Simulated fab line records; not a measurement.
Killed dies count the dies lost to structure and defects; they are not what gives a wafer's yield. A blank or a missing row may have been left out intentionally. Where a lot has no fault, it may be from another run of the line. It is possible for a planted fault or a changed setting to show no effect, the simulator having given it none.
Matching of chambers -- flow n5Finfet -- N5_MOL_CONTACT_COAG_ETCH_110 on rieDiel-01: 4 sister chambers
The step etches Si in CF4/O2, target depth 2.5 nm, time 8 s. 22 wafers are shown with their chamber, then 11 later ones without.

## WAFERS WITH THEIR CHAMBER
wafer,chamber,showerheadPlenumPTorr (Torr),throttleValvePct (%),rfVppV (V)
L075.2,0,2.20,11.33,124
L075.3,1,2.32,10.84,123
L075.5,2,2.12,10.93,123
L076.3,3,2.25,10.39,121
L076.5,2,2.12,10.93,124
L076.6,0,2.20,11.35,124
L079.1,3,2.25,10.42,120
L079.2,1,2.31,10.88,123
L079.3,0,2.20,10.60,125
L080.2,2,2.12,10.96,123
L080.5,2,2.12,10.96,124
L080.6,1,2.31,10.86,123
L082.2,1,2.31,10.87,124
L082.3,2,2.12,10.97,125
L082.5,2,2.12,10.98,123
L086.4,1,2.31,10.91,124
L086.5,1,2.31,10.91,123
L086.6,2,2.11,11.02,123
L089.1,3,2.24,10.46,122
L089.2,1,2.31,10.91,125
L089.3,0,2.19,10.67,123
L091.1,0,2.19,10.66,124

SIGNATURES (means of the wafers above)
reading,chamber 0,chamber 1,chamber 2,chamber 3,scatter within a chamber
showerheadPlenumPTorr,2.1960,2.3114,2.1186,2.2467,0.00446
throttleValvePct,10.9220,10.8829,10.9643,10.4233,0.182
rfVppV,124.00,123.57,123.57,121.00,0.797
Rule: distance of a wafer from a chamber = root of the sum over the readings of ((wafer's reading minus chamber's mean) / reading's scatter) squared. If the next closest chamber is less than 2 further off than the closest, the wafer can't be placed; otherwise it belongs to the closest. The scatter: the root of (the sum of the squares of (reading less its chamber's mean) over the shown wafers, divided by (wafers less chambers)).

## WAFERS WHOSE CHAMBER IS MISSING
wafer,showerheadPlenumPTorr (Torr),throttleValvePct (%),rfVppV (V)
L091.5,2.19,10.65,125
L091.6,2.31,10.94,124
L092.3,2.24,10.48,122
L092.4,2.24,10.50,121
L092.5,2.31,10.94,125
L095.1,2.30,10.95,124
L095.3,2.19,10.70,125
L095.4,2.11,11.04,123
L097.3,2.30,10.96,123
L097.5,2.30,10.96,123
L097.6,2.18,10.72,125

## WHICH CHAMBER EACH ONE RAN IN
wafer,from the rows above,in truth
L091.5,0,0
L091.6,1,1
L092.3,3,3
L092.4,3,3
L092.5,1,1
L095.1,1,1
L095.3,0,0
L095.4,2,2
L097.3,1,1
L097.5,1,1
L097.6,0,0
Placed correctly: 11 of 11. Number that these rows cannot place: 0. Number placed wrongly: 0.
